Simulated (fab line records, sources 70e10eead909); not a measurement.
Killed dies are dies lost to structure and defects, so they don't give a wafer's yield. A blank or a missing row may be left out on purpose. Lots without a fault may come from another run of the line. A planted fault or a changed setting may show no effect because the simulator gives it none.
Chamber matching | flow nand_harc | NHARC_P_CONTACT_ALD_22 on ald_metal-04: 4 sister chambers
The step deposits TiN, target thk 3 nm, pulse time 1 s, ald cycles 150. 30 wafers are shown with their chamber, then 12 later ones without.

WAFERS WITH THEIR CHAMBER
wafer  | chamber | heater_power_w (W) | precursor_pulse_height_rel
L074.1 | 3       | 1053               | 0.992
L074.2 | 1       | 1017               | 1.031
L074.3 | 2       | 1106               | 1.045
L074.4 | 0       | 1202               | 0.985
L074.5 | 2       | 1088               | 1.018
L074.6 | 1       | 1054               | 0.981
L075.1 | 0       | 1205               | 0.980
L075.2 | 2       | 1079               | 0.993
L075.4 | 1       | 1039               | 1.007
L076.2 | 3       | 1046               | 1.009
L076.4 | 0       | 1235               | 1.028
L076.5 | 0       | 1217               | 0.989
L076.1 | 1       | 1061               | 0.990
L076.3 | 2       | 1071               | 0.990
L076.6 | 3       | 1053               | 1.014
L077.3 | 1       | 1058               | 1.007
L077.4 | 0       | 1194               | 0.999
L077.6 | 1       | 1061               | 0.978
L079.2 | 3       | 1057               | 1.007
L079.4 | 1       | 1033               | 1.019
L079.6 | 1       | 1044               | 1.020
L081.1 | 1       | 1054               | 0.976
L081.4 | 2       | 1054               | 1.021
L081.5 | 2       | 1052               | 1.033
L084.2 | 0       | 1223               | 0.965
L084.4 | 2       | 1100               | 0.987
L084.5 | 2       | 1090               | 0.989
L084.1 | 3       | 1039               | 0.965
L084.3 | 1       | 1076               | 0.993
L084.6 | 3       | 1061               | 0.947

SIGNATURES (means of the wafers above)
reading                    | chamber 0 | chamber 1 | chamber 2 | chamber 3 | scatter within a chamber
heater_power_w             | 1212.67   | 1049.70   | 1080.00   | 1051.50   | 16.2
precursor_pulse_height_rel | 0.99100   | 1.00020   | 1.00950   | 0.98900   | 0.0223
Rule: a wafer's distance from a chamber is the root of the sum, over the readings, of the square of ((its reading less the chamber's mean) divided by the reading's scatter). The wafer belongs to the nearest chamber; if the next one is less than 2 further off, it can't be placed. The scatter: the root of (the sum of the squares of (reading less its chamber's mean) over the shown wafers, divided by (wafers less chambers)).

WAFERS WITHOUT THEIR CHAMBER
wafer  | heater_power_w (W) | precursor_pulse_height_rel
L083.1 | 1038               | 1.015
L083.3 | 1110               | 0.996
L083.6 | 1079               | 1.014
L088.1 | 1039               | 1.016
L088.2 | 1068               | 1.005
L088.5 | 1213               | 1.002
L092.1 | 1084               | 1.009
L092.2 | 1070               | 0.978
L092.3 | 1226               | 1.004
L096.4 | 996                | 1.001
L096.5 | 1079               | 0.996
L096.6 | 1004               | 1.020

WHICH CHAMBER EACH WENT THROUGH
wafer  | from the rows above          | in truth
L083.1 | can't be placed: 1 or 3 or 2 | 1
L083.3 | can't be placed: 2 or 3 or 1 | 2
L083.6 | can't be placed: 2 or 1 or 3 | 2
L088.1 | can't be placed: 1 or 3 or 2 | 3
L088.2 | can't be placed: 2 or 1 or 3 | 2
L088.5 | 0                            | 0
L092.1 | can't be placed: 2 or 1 or 3 | 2
L092.2 | can't be placed: 3 or 2 or 1 | 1
L092.3 | 0                            | 0
L096.4 | can't be placed: 1 or 3 or 2 | 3
L096.5 | can't be placed: 2 or 3 or 1 | 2
L096.6 | can't be placed: 1 or 3 or 2 | 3
Placed correctly: 2 of 12. Can't be placed from these rows: 10 (the true chamber is among the candidates in 10). Placed wrongly: 0.
